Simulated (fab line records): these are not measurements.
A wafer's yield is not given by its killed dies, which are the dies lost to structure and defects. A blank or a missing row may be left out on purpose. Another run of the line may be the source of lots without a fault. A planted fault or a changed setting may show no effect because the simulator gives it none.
The tool behind it: which one?	flow nand harc	24 lots with 72 wafers sampled at 6 steps, on a route of 1159 steps

## WHAT THE GAUGES READ, wafer by wafer
The record lacks any reading of a measuring or inspecting step that a usual standard deviation could be used to judge.

## EACH LOT AND THE TOOL THAT RAN IT (in order: tool; ch and the chambers of the sampled wafers; start)
lot	NHARC_P_GATE_ETCHBACK_37	NHARC_P_CONTACT_DEGAS_38	NHARC_P_CONTACT_CMP_24	NHARC_P_M0_DEGAS_28	NHARC_P_M0_PVD_21	NHARC_P_M1_ETCH_35
L074	rie diel-07 ch 2,3, day 5 09:35 or earlier	pvd sputter-01, day 5 09:35	cmp-02 ch 0,3, day 5 10:44	pvd sputter-02, day 5 13:02	pvd sputter-02, day 5 16:16 or earlier	rie diel-12 ch 1,2, day 5 16:16
L075	rie diel-07 ch 1,2, day 5 23:11 or earlier	pvd sputter-03, day 5 23:11	cmp-02 ch 0,3, day 6 05:25	pvd sputter-01, day 6 07:51	pvd sputter-01, day 6 11:04 or earlier	rie diel-12 ch 0,1,2, day 6 11:04
L077	rie diel-09 ch 0,3, day 6 01:14 or earlier	pvd sputter-02, day 6 01:14	cmp-04 ch 1,2,3, day 6 08:50	pvd sputter-01, day 6 11:05	pvd sputter-01, day 6 14:09 or earlier	rie diel-11 ch 1,2,3, day 6 14:09
L076	rie diel-07 ch 1,2, day 6 02:05 or earlier	pvd sputter-03, day 6 02:05	cmp-04 ch 2,3, day 6 09:19	pvd sputter-02, day 6 11:46	pvd sputter-02, day 6 14:56 or earlier	rie diel-11 ch 1,2,3, day 6 14:56
L078	rie diel-07 ch 0,2, day 6 15:42 or earlier	pvd sputter-03, day 6 15:42	cmp-02 ch 0,1,2, day 6 19:39	pvd sputter-03, day 6 22:01	pvd sputter-03, day 7 01:14 or earlier	rie diel-05 ch 1,2,3, day 7 01:14
L079	rie diel-10 ch 0,1,3, day 6 14:29 or earlier	pvd sputter-02, day 6 14:29	cmp-01 ch 1,2,3, day 6 19:15	pvd sputter-02, day 6 21:40	pvd sputter-02, day 7 00:53 or earlier	rie diel-12 ch 0,1,3, day 7 00:53
L080	rie diel-07 ch 2,3, day 7 07:02 or earlier	pvd sputter-01, day 7 07:02	cmp-02 ch 1,2, day 7 08:12	pvd sputter-03, day 7 10:35	pvd sputter-03, day 7 13:48 or earlier	rie diel-12 ch 1,2,3, day 7 13:48
L081	rie diel-07 ch 0,1, day 7 09:29 or earlier	pvd sputter-02, day 7 09:29	cmp-04 ch 0,1,2, day 7 10:38	pvd sputter-01, day 7 13:04	pvd sputter-01, day 7 16:17 or earlier	rie diel-12 ch 1,2,3, day 7 16:17
L082	rie diel-10 ch 1,2, day 7 17:11 or earlier	pvd sputter-03, day 7 17:11	cmp-01 ch 0,1,2, day 7 21:04	pvd sputter-02, day 7 23:29	pvd sputter-02, day 8 02:42 or earlier	rie diel-12 ch 1,3, day 8 02:42
L084	rie diel-10 ch 1,2,3, day 8 03:07 or earlier	pvd sputter-02, day 8 03:07	cmp-02 ch 0,1,2, day 8 11:52	pvd sputter-01, day 8 14:12	pvd sputter-01, day 8 17:26 or earlier	rie diel-05 ch 0,3, day 8 17:26
L083	rie diel-09 ch 0,1,2, day 8 03:58 or earlier	pvd sputter-03, day 8 03:58	cmp-04 ch 0,1,2, day 8 12:23	pvd sputter-02, day 8 14:47	pvd sputter-02, day 8 18:02 or earlier	rie diel-11 ch 2,3, day 8 18:02
L085	rie diel-07 ch 0,1,2, day 9 01:53 or earlier	pvd sputter-03, day 9 01:53	cmp-04 ch 0,2,3, day 9 03:24	pvd sputter-03, day 9 05:48	pvd sputter-03, day 9 08:55 or earlier	rie diel-12 ch 1,2,3, day 9 08:55
L087	rie diel-07 ch 0,2,3, day 9 03:25 or earlier	pvd sputter-01, day 9 03:25	cmp-04 ch 2,3, day 9 08:56	pvd sputter-02, day 9 11:14	pvd sputter-02, day 9 14:40 or earlier	rie diel-05 ch 1,2,3, day 9 14:40
L086	rie diel-09 ch 0,1, day 9 03:47 or earlier	pvd sputter-03, day 9 03:47	cmp-02 ch 0,1, day 9 09:29	pvd sputter-03, day 9 11:55	pvd sputter-03, day 9 15:34 or earlier	rie diel-05 ch 2,3, day 9 15:34
L088	rie diel-07 ch 1,2, day 9 11:30 or earlier	pvd sputter-01, day 9 11:30	cmp-02 ch 0,2,3, day 9 12:38	pvd sputter-01, day 9 15:13	pvd sputter-01, day 9 18:21 or earlier	rie diel-11 ch 0,1,3, day 9 18:21
L089	rie diel-07 ch 1,2,3, day 9 19:01 or earlier	pvd sputter-02, day 9 19:01	cmp-02 ch 0,3, day 10 00:37	pvd sputter-01, day 10 03:01	pvd sputter-01, day 10 06:14 or earlier	rie diel-12 ch 1,2, day 10 06:14
L090	rie diel-09 ch 2,3, day 9 19:55 or earlier	pvd sputter-02, day 9 19:55	cmp-01 ch 0,1,3, day 10 01:57	pvd sputter-01, day 10 04:22	pvd sputter-01, day 10 07:47 or earlier	rie diel-11 ch 0,3, day 10 07:47
L091	rie diel-09 ch 1,2,3, day 9 23:47 or earlier	pvd sputter-01, day 9 23:47	cmp-02 ch 2,3, day 10 04:23	pvd sputter-01, day 10 06:48	pvd sputter-01, day 10 10:01 or earlier	rie diel-05 ch 0,1,2, day 10 10:01
L092	rie diel-09 ch 0,2,3, day 10 00:55 or earlier	pvd sputter-03, day 10 00:55	cmp-01 ch 0,2,3, day 10 04:35	pvd sputter-03, day 10 07:02	pvd sputter-03, day 10 10:16 or earlier	rie diel-11 ch 0,2,3, day 10 10:16
L093	rie diel-10 ch 1,2,3, day 10 14:43 or earlier	pvd sputter-02, day 10 14:43	cmp-02 ch 0,3, day 10 15:49	pvd sputter-01, day 10 18:18	pvd sputter-01, day 10 21:37 or earlier	rie diel-05 ch 0,1, day 10 21:37
L095	rie diel-10 ch 0,1,2, day 10 15:29 or earlier	pvd sputter-01, day 10 15:29	cmp-01 ch 0,1,3, day 10 16:34	pvd sputter-03, day 10 19:01	pvd sputter-03, day 10 22:17 or earlier	rie diel-05 ch 0,2,3, day 10 22:17
L094	rie diel-09 ch 0,1,2, day 10 15:49 or earlier	pvd sputter-01, day 10 15:49	cmp-01 ch 1,2,3, day 10 16:56	pvd sputter-01, day 10 19:28	pvd sputter-01, day 10 22:44 or earlier	rie diel-11 ch 1,2,3, day 10 22:44
L096	rie diel-09 ch 1,2, day 11 00:40 or earlier	pvd sputter-01, day 11 00:40	cmp-02 ch 1,2, day 11 04:18	pvd sputter-02, day 11 06:45	pvd sputter-02, day 11 09:58 or earlier	rie diel-05 ch 0,1, day 11 09:58
L097	rie diel-09 ch 0,2,3, day 11 06:31 or earlier	pvd sputter-01, day 11 06:31	cmp-04 ch 0,2,3, day 11 07:35	pvd sputter-03, day 11 09:56	pvd sputter-03, day 11 13:04 or earlier	rie diel-11 ch 0,2,3, day 11 13:04
- NHARC_P_GATE_ETCHBACK_37: etches the open film in CHF3/O2, target depth 34.5 nm, time 17.2 s.
- NHARC_P_CONTACT_DEGAS_38: time 60 s.
- NHARC_P_CONTACT_CMP_24: polishes, t overpolish 30 s, target thk 200 nm.
- NHARC_P_M0_DEGAS_28: time 60 s.
- NHARC_P_M0_PVD_21: deposits Cu, target thk 30 nm, time 20.49 s.
- NHARC_P_M1_ETCH_35: etches the open film in N2/H2, target depth 40 nm, overetch 12 nm, time 43.94 s.

## WHAT THE TOOLS THEMSELVES READ (means of the sampled wafers that have a number; where no wafer has one, the mark that the record gives instead)
NHARC_P_GATE_ETCHBACK_37. Usual: drypump motor current A 5.8 A, standard deviation 0.43; oes product au 0.94 a.u., standard deviation 0.032; rf vpp V 371.3 V, standard deviation 2.3; showerhead plenum p Torr 2.44 Torr, standard deviation 0.1; throttle valve pct 20.571 %, standard deviation 0.0092.
lot	tool	drypump motor current A (A)	oes product au (a.u.)	rf vpp V (V)	showerhead plenum p Torr (Torr)	throttle valve pct (%)	flag
L074	rie diel-07	5.8	0.92	370.3	2.39	20.565	
L075	rie diel-07	5.7	0.93	368.5	2.31	20.568	
L077	rie diel-09	5.7	0.99	372.1	2.50	20.564	
L076	rie diel-07	6.0	0.92	369.4	2.34	20.579	
L078	rie diel-07	5.8	0.94	369.2	2.36	20.575	
L079	rie diel-10	5.6	0.92	369.8	2.36	20.575	
L080	rie diel-07	5.8	0.93	369.5	2.38	20.563	
L081	rie diel-07	6.2	0.92	371.0	2.42	20.569	
L082	rie diel-10	6.1	0.92	371.2	2.38	20.578	
L084	rie diel-10	5.8	1.00	367.8	2.31	20.578	
L083	rie diel-09	5.8	0.92	372.3	2.50	20.566	
L085	rie diel-07	6.0	0.92	370.4	2.39	20.580	
L087	rie diel-07	5.9	0.92	369.7	2.41	20.567	
L086	rie diel-09	5.9	0.92	371.6	2.46	20.573	
L088	rie diel-07	5.7	0.93	368.6	2.31	20.564	
L089	rie diel-07	5.9	0.93	369.7	2.36	20.567	
L090	rie diel-09	5.5	0.93	374.0	2.56	20.575	
L091	rie diel-09	5.6	1.00	373.8	2.51	20.577	
L092	rie diel-09	5.6	1.01	372.8	2.53	20.568	
L093	rie diel-10	5.8	0.93	373.3	2.54	20.561	
L095	rie diel-10	6.2	1.00	373.2	2.47	20.580	
L094	rie diel-09	5.9	0.92	373.2	2.49	20.565	
L096	rie diel-09	5.8	0.92	372.9	2.53	20.582	
L097	rie diel-09	5.6	0.93	372.2	2.52	20.577	

NHARC_P_CONTACT_DEGAS_38. Usual: heater power w 462 W, standard deviation 37.
lot	tool	heater power w (W)	flag
L074	pvd sputter-01	428	
L075	pvd sputter-03	510	
L077	pvd sputter-02	448	
L076	pvd sputter-03	526	
L078	pvd sputter-03	447	
L079	pvd sputter-02	479	
L080	pvd sputter-01	441	
L081	pvd sputter-02	477	
L082	pvd sputter-03	509	
L084	pvd sputter-02	445	
L083	pvd sputter-03	481	
L085	pvd sputter-03	475	
L087	pvd sputter-01	435	
L086	pvd sputter-03	446	
L088	pvd sputter-01	440	
L089	pvd sputter-02	443	
L090	pvd sputter-02	457	
L091	pvd sputter-01	427	
L092	pvd sputter-03	505	
L093	pvd sputter-02	462	
L095	pvd sputter-01	428	
L094	pvd sputter-01	429	
L096	pvd sputter-01	443	
L097	pvd sputter-01	437	

NHARC_P_CONTACT_CMP_24. Usual: motor current A 12.1 A, standard deviation 1.4; overpolish run s 30.001 s, standard deviation 0.0086; time to endpoint s 38 s, standard deviation 3.3.
lot	tool	motor current A (A)	overpolish run s (s)	time to endpoint s (s)	flag
L074	cmp-02	11.7	29.999	41	
L075	cmp-02	12.0	30.009	39	
L077	cmp-04	13.1	30.004	35	
L076	cmp-04	13.4	30.005	34	
L078	cmp-02	13.1	30.000	40	
L079	cmp-01	11.1	30.004	39	
L080	cmp-02	12.9	29.997	40	
L081	cmp-04	13.1	30.002	38	
L082	cmp-01	10.9	29.993	40	
L084	cmp-02	12.2	29.999	40	
L083	cmp-04	13.0	29.999	35	
L085	cmp-04	13.0	29.999	36	
L087	cmp-04	13.3	30.004	36	
L086	cmp-02	13.2	29.996	39	
L088	cmp-02	11.8	30.003	40	
L089	cmp-02	10.9	29.999	42	
L090	cmp-01	11.4	30.010	37	
L091	cmp-02	11.7	30.003	38	
L092	cmp-01	12.1	29.997	37	
L093	cmp-02	11.9	29.999	41	
L095	cmp-01	11.2	29.989	38	
L094	cmp-01	11.4	30.003	37	
L096	cmp-02	12.4	30.009	42	
L097	cmp-04	12.9	30.000	38	

NHARC_P_M0_DEGAS_28. Usual: heater power w 329 W, standard deviation 26.
lot	tool	heater power w (W)	flag
L074	pvd sputter-02	328	
L075	pvd sputter-01	319	
L077	pvd sputter-01	320	
L076	pvd sputter-02	329	
L078	pvd sputter-03	339	
L079	pvd sputter-02	330	
L080	pvd sputter-03	360	
L081	pvd sputter-01	320	
L082	pvd sputter-02	338	
L084	pvd sputter-01	314	
L083	pvd sputter-02	329	
L085	pvd sputter-03	361	
L087	pvd sputter-02	329	
L086	pvd sputter-03	358	
L088	pvd sputter-01	321	
L089	pvd sputter-01	319	
L090	pvd sputter-01	316	
L091	pvd sputter-01	311	
L092	pvd sputter-03	344	
L093	pvd sputter-01	309	
L095	pvd sputter-03	362	
L094	pvd sputter-01	312	
L096	pvd sputter-02	327	
L097	pvd sputter-03	358	

NHARC_P_M0_PVD_21. Usual: throttle valve pct 29.4 %, standard deviation 1.3.
lot	tool	throttle valve pct (%)	flag
L074	pvd sputter-02	30.6	
L075	pvd sputter-01	29.2	
L077	pvd sputter-01	29.4	
L076	pvd sputter-02	29.8	
L078	pvd sputter-03	30.9	
L079	pvd sputter-02	29.7	
L080	pvd sputter-03	30.5	
L081	pvd sputter-01	28.5	
L082	pvd sputter-02	31.1	
L084	pvd sputter-01	29.0	
L083	pvd sputter-02	29.9	
L085	pvd sputter-03	29.8	
L087	pvd sputter-02	29.9	
L086	pvd sputter-03	30.7	
L088	pvd sputter-01	29.4	
L089	pvd sputter-01	29.0	
L090	pvd sputter-01	29.0	
L091	pvd sputter-01	28.6	
L092	pvd sputter-03	29.3	
L093	pvd sputter-01	28.0	
L095	pvd sputter-03	29.2	
L094	pvd sputter-01	29.1	
L096	pvd sputter-02	28.7	
L097	pvd sputter-03	30.0	

NHARC_P_M1_ETCH_35. Usual: drypump motor current A 5.8 A, standard deviation 0.51; oes product au 1.004 a.u., standard deviation 0.016; rf vpp V 430.2 V, standard deviation 2.2; showerhead plenum p Torr 2.03 Torr, standard deviation 0.078; throttle valve pct 14.171 %, standard deviation 0.0083.
lot	tool	drypump motor current A (A)	oes product au (a.u.)	rf vpp V (V)	showerhead plenum p Torr (Torr)	throttle valve pct (%)	flag
L074	rie diel-12	5.8	1.009	430.2	2.03	14.162	
L075	rie diel-12	5.5	1.013	430.9	2.07	14.177	
L077	rie diel-11	5.9	1.006	429.7	1.99	14.168	
L076	rie diel-11	5.9	1.007	429.1	1.99	14.171	
L078	rie diel-05	5.8	1.000	428.6	2.00	14.176	
L079	rie diel-12	5.5	1.015	433.2	2.13	14.175	
L080	rie diel-12	5.7	1.015	432.5	2.09	14.173	
L081	rie diel-12	5.7	1.015	432.0	2.09	14.166	
L082	rie diel-12	5.9	1.016	433.8	2.18	14.169	
L084	rie diel-05	6.0	1.011	429.3	1.99	14.175	
L083	rie diel-11	6.2	0.990	429.9	2.01	14.167	
L085	rie diel-12	5.8	1.009	432.3	2.09	14.176	
L087	rie diel-05	5.8	1.008	429.4	2.00	14.164	
L086	rie diel-05	5.4	1.013	429.3	1.99	14.170	
L088	rie diel-11	5.5	0.997	429.8	1.99	14.167	
L089	rie diel-12	5.8	1.002	431.2	2.03	14.172	
L090	rie diel-11	5.7	1.009	429.5	2.02	14.183	
L091	rie diel-05	6.2	0.986	430.4	2.03	14.172	
L092	rie diel-11	5.9	0.997	429.8	2.01	14.169	
L093	rie diel-05	6.5	0.999	431.1	2.03	14.168	
L095	rie diel-05	5.7	1.008	429.5	1.99	14.184	
L094	rie diel-11	5.9	0.997	429.4	1.99	14.168	
L096	rie diel-05	6.5	0.996	429.9	2.03	14.171	
L097	rie diel-11	6.0	0.989	429.5	2.01	14.169	

## THE ANSWER, worked out from the rows above alone
Rule: a lot counts as off when the mean over its wafers that have a number is more than 3 standard deviations away from the usual mean. Also off: a lot with no number at a reading for which 4 or more lots have one. The other lots that the step has rows for count as sound. First the gauges in route order, then the tools' own readings, where a lot's mean is used as printed above. The first step at which some lot is off is used, and at that step the reading that is off furthest; a lot without a number counts as furthest.
No lot is off on any of the readings shown, so nothing can be concluded from this.

## WHAT THE SIMULATOR HAD PUT IN
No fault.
